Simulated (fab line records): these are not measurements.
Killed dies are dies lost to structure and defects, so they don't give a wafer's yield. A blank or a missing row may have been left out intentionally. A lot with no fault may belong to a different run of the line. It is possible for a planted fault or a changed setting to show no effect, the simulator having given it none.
Struck lot and sound lot, side by side || flow nandHarc || 17 out of 1159 route steps
Sound: wafers L253.1, L253.2, L253.5. Struck: wafer L265.3 (left out: L265.5, a lot-mate that was not struck); the cause follows at the end.
Order at every step that has rows: each side's tool, ch and its chambers, its first start. Under that, the readings that differ: sound wafers || struck wafers || difference of the means || sigmas: that difference in standard deviations of wafers without a fault.
alike: words and numbers the same on both sides, and readings whose means are apart by under 2 such deviations; not compared: readings that were withheld, readings missing a value for some wafer, numbers with overlapping values and no deviation given by the record, and bounds like >300 which may hide the same value.
The two part at a step that has a row with sigmas, a row that says differs or no value, or rows on one side only. When numbers do not overlap yet have no deviation, they are printed without sigmas and do not part them. A reading that every wafer of one side lacks parts them only if that side has two wafers or more.

NHARC_P_M2_INSPECT_11:
  sound on defectInspect-01, day 7 08:14; struck on defectInspect-01, day 9 21:57
  alike: rawDefectCount
then, 3 steps without rows for these wafers: NHARC_P_M2_DESCUM_14 (chemistry O2, time 3 s); NHARC_P_M2_ETCH_35 (etches the open film in N2/H2, target depth 40 nm, overetch 12 nm, time 43.94 s); NHARC_P_M2_ETCH_15 (etches the open film in C4F8/Ar, target depth 182.5 nm, time 91.2 s).
NHARC_P_M2_CD_MEAS_16:
  sound on cdSem-01, day 7 08:37; struck on cdSem-02, day 9 22:27
  alike: cdNm
then, 3 steps without rows for these wafers: NHARC_P_M2_STRIP_18 (strips in N2/H2); NHARC_P_M2_ETCH_28 (etches the open film in CF4/N2, target depth 30 nm, time 72.99 s); NHARC_P_M2_STRIP_19 (strips in post etch residue remover, time 600 s).
NHARC_P_M2_DEGAS_29: time 60 s.
  sound on pvdSputter-03, day 7 09:20; struck on pvdSputter-02, day 9 23:11
{"reading": "heaterPowerW (W)", "sound": "322 317 321", "struck": 402, "difference": "+82", "sigmas": "+2"}
NHARC_P_M2_PRE_CLEAN_30: time 30 s.
  sound on pvdSputter-03; struck on pvdSputter-02
{"reading": "heaterPowerW (W)", "sound": "381 424 378", "struck": 490, "difference": "+96", "sigmas": "+2"}
NHARC_P_M2_PVD_20: deposits TaN, target thk 5 nm, time 8.06 s.
  sound on pvdSputter-03; struck on pvdSputter-02
  alike: biasV, throttleValvePct
NHARC_P_M2_PVD_21: deposits Cu, target thk 30 nm, time 20.49 s.
  sound on pvdSputter-03; struck on pvdSputter-02
  alike: throttleValvePct
NHARC_P_M2_ECD_22: material Cu, target thk 400 nm.
  sound on ecdCu-01 ch 0,1, day 7 09:42; struck on ecdCu-02 ch 1, day 9 23:41
NHARC_P_M2_ANNEAL_31: time 90 s.
  sound on rtpAnneal-02 ch 0, day 7 10:05; struck on rtpAnneal-01 ch 0, day 10 00:16
  alike: annealTempCMax, wafer_temp_C_max
NHARC_P_M2_CMP_23: polishes, t overpolish 20 s, target thk 144.3 nm.
  sound on cmp-04 ch 0,1,3, day 7 10:26; struck on cmp-03 ch 1, day 10 00:34
{"reading": "timeToEndpointS (s)", "sound": "27.6 30.4 30.8", "struck": 12.9, "difference": -16.7, "sigmas": -6}
  alike: motorCurrentA, retainingRingPressureFrac
NHARC_P_M2_THK_MEAS_24: measures by xrf.
  sound on filmMetro-02, day 7 10:45; struck on filmMetro-02, day 10 00:50
  alike: thkNm
NHARC_END_SORT_01:
  the record has rows for the sound wafers here (prober-01 ch 0, day 20 22:10) and none for the struck ones

== WHERE THEY PART ==
First at NHARC_P_M2_DEGAS_29; last, within this record, at NHARC_END_SORT_01.

WHY: whatever the simulator had introduced
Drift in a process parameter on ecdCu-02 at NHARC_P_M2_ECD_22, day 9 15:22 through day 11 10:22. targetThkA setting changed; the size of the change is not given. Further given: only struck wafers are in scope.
